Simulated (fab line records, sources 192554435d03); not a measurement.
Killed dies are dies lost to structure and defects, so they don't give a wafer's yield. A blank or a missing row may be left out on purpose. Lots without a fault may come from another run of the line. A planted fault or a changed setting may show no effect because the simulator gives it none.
Split-lot experiment | flow n5_finfet | 7 lots, 39 wafers read, on a route of 1938 steps

THE SPLIT
At N5_GATE_CUT_ETCH_58 (etches SiNx in CH3F/O2, target depth 17 nm, time 128.6 s), the setting source_w was moved away from the recipe's 415 W on 18 of the 39 wafers read, by -17.9% to +18.0%. The other wafers ran this setting at the recipe's value.

The reading is taken at the split's own step.

THE READING
rf_vpp_V, in V, at N5_GATE_CUT_ETCH_58 (etches SiNx in CH3F/O2, target depth 17 nm, time 128.6 s). Fault-free wafers of this fab line usually give 99.2 V, standard deviation 0.81 V.

wafer  | tool, chamber at the split | source_w as run, W | against the recipe | rf_vpp_V, V | against lot-mates on the recipe
L075.3 | rie_diel-06, 3             | 415                | recipe             | 99.0        | -
L075.4 | rie_diel-06, 1             | 415                | recipe             | 99.5        | -
L075.6 | rie_diel-06, 3             | 415                | recipe             | 97.9        | -
L076.1 | rie_diel-06, 1             | 415                | recipe             | 99.8        | -
L076.2 | rie_diel-06, 0             | 415                | recipe             | 99.1        | -
L076.3 | rie_diel-06, 3             | 415                | recipe             | 101.1       | -
L076.4 | rie_diel-06, 2             | 489.5              | +18.0%             | 93.7        | -6.3
L076.5 | rie_diel-06, 0             | 489.5              | +18.0%             | 92.9        | -7.1
L076.6 | rie_diel-06, 3             | 489.5              | +18.0%             | 93.2        | -6.8
L078.1 | rie_diel-04, 2             | 415                | recipe             | 98.6        | -
L078.2 | rie_diel-04, 3             | 456.3              | +10.0%             | 95.9        | -2.9
L078.3 | rie_diel-04, 0             | 456.3              | +10.0%             | 95.5        | -3.3
L078.4 | rie_diel-04, 1             | 415                | recipe             | 98.3        | -
L078.5 | rie_diel-04, 1             | 415                | recipe             | 99.5        | -
L078.6 | rie_diel-04, 0             | 456.3              | +10.0%             | 96.5        | -2.3
L080.1 | rie_diel-02, 3             | 415                | recipe             | 100.2       | -
L080.2 | rie_diel-02, 0             | 415                | recipe             | 98.5        | -
L080.3 | rie_diel-02, 2             | 415                | recipe             | 100.1       | -
L080.4 | rie_diel-02, 1             | 441                | +6.3%              | 96.8        | -2.8
L080.5 | rie_diel-02, 1             | 441                | +6.3%              | 96.1        | -3.5
L080.6 | rie_diel-02, 0             | 441                | +6.3%              | 97.8        | -1.8
L084.1 | rie_diel-04, 0             | 466.6              | +12.4%             | 95.4        | -3.6
L084.2 | rie_diel-04, 2             | 415                | recipe             | 98.9        | -
L084.3 | rie_diel-04, 1             | 466.6              | +12.4%             | 95.8        | -3.2
L084.4 | rie_diel-04, 1             | 415                | recipe             | 100.0       | -
L084.5 | rie_diel-04, 0             | 466.6              | +12.4%             | 94.6        | -4.4
L084.6 | rie_diel-04, 2             | 415                | recipe             | 98.2        | -
L090.1 | rie_diel-04, 0             | 340.8              | -17.9%             | 105.5       | +6.1
L090.2 | rie_diel-04, 2             | 415                | recipe             | 97.7        | -
L090.3 | rie_diel-04, 1             | 415                | recipe             | 100.7       | -
L090.4 | rie_diel-04, 3             | 340.8              | -17.9%             | 105.8       | +6.4
L090.5 | rie_diel-04, 2             | 340.8              | -17.9%             | 106.1       | +6.7
L090.6 | rie_diel-04, 3             | 415                | recipe             | 99.8        | -
L093.1 | rie_diel-06, 3             | 362.1              | -12.7%             | 104.5       | +5.8
L093.2 | rie_diel-06, 2             | 362.1              | -12.7%             | 102.7       | +4.0
L093.3 | rie_diel-06, 1             | 415                | recipe             | 99.5        | -
L093.4 | rie_diel-06, 0             | 415                | recipe             | 98.4        | -
L093.5 | rie_diel-06, 1             | 362.1              | -12.7%             | 105.1       | +6.4
L093.6 | rie_diel-06, 2             | 415                | recipe             | 98.3        | -

THE FIT
A straight line over all 39 wafers: rf_vpp_V changes by -0.35 V for each +1% of source_w; r = -0.97; the points scatter about the line by 0.83 V.
The same after taking each lot's own level away (the mean of its wafers on the recipe; 39 wafers): -0.362 V for each +1%; r = -0.97; scatter 0.82 V.
On that fit, the largest move of source_w shifts the reading by 6.5 V.
The lots' own levels span 98.73 to 100.00 V, that is 1.6 times the standard deviation above.
So the lot-to-lot level changes the slope little: the two slopes agree.
Check: with one of the wafers moved furthest among these (+18.0%) left out of the fit, the line predicts -6.4 V for it against its lot-mates. It came out at -6.3 V against them.
Tool readings at the split's step, against how far the setting was moved: rf_vpp_V r = -0.97.

OTHER SPLITS ON THESE WAFERS
These wafers also went through other splits before the reading. Each is held against what the fit with the lots' levels taken away leaves over:
other split on the same wafers | wafers away from the commonest value | r with rf_vpp_V (lot level and that fit taken away)
N5_FIN_SAQP_ETCH_52 source_w   | 9                                    | -0.12
N5_FIN_SAQP_ETCH_65 time_s     | 15                                   | +0.16
N5_DUMMY_GATE_ETCH_37 source_w | 12                                   | +0.06
N5_DUMMY_GATE_ETCH_32 time_s   | 12                                   | -0.20
N5_SD_EPI_N_EXPOSE_06 dose_mj  | 12                                   | +0.19
N5_HKMG_FIN_CVD_62 temp_c      | 15                                   | -0.25

THE WHOLE CHAIN: every reading that the file lists as answering this split, in the file's order
step                | what it does                                             | reading                                                        | change (the file's fit)                | r (the file's)
N5_GATE_CUT_ETCH_58 | etches SiNx in CH3F/O2, target depth 17 nm, time 128.6 s | rf_vpp_V                                                       | -0.361 V for each +1% of the setting   | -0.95
N5_GATE_CUT_ETCH_58 | etches SiNx in CH3F/O2, target depth 17 nm, time 128.6 s | etch.depth_nm (the simulator's own value, which no gauge read) | +0.0529 nm for each +1% of the setting | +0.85

THE FILE'S OWN FIT
rf_vpp_V changes by -0.361 V for each +1% of source_w, r = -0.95.
